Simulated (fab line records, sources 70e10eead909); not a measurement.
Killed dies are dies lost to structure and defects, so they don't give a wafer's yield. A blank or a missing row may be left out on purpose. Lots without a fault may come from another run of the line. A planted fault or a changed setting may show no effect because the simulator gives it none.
Chamber matching | flow nand_harc | NHARC_A_STAIRCASE_TRIM_12 on rie_diel-08: 4 sister chambers
The step chemistry O2, time 211.2 s. 4 wafers are shown with their chamber, then 7 later ones without.

WAFERS WITH THEIR CHAMBER
wafer  | chamber | showerhead_plenum_p_Torr (Torr)
L084.5 | 2       | 3.32
L087.5 | 0       | 3.41
L089.4 | 3       | 3.46
L089.5 | 1       | 3.69

WAFERS WITHOUT THEIR CHAMBER
wafer  | showerhead_plenum_p_Torr (Torr)
L089.6 | 3.31
L093.1 | 3.31
L093.2 | 3.40
L093.3 | 3.69
L092.1 | 3.40
L092.3 | 3.69
L092.5 | 3.40

WHICH CHAMBER EACH WENT THROUGH
wafer  | from the rows above | in truth
L089.6 | 2                   | 2
L093.1 | 2                   | 2
L093.2 | 0                   | 0
L093.3 | 1                   | 1
L092.1 | 0                   | 0
L092.3 | 1                   | 1
L092.5 | 0                   | 0
Placed correctly: 7 of 7. Can't be placed from these rows: 0. Placed wrongly: 0.
How it was worked out, from the rows above alone: a wafer's distance from a chamber is the root of the sum, over the readings, of the square of ((its reading less the chamber's mean) divided by the reading's scatter). The wafer belongs to the nearest chamber; if the next one is less than 2 further off, it can't be placed. A chamber's mean is the mean of its shown wafers. The scatter: with one shown wafer a chamber, the root of the mean of the squares of how far each hidden wafer lies from its nearest shown one.
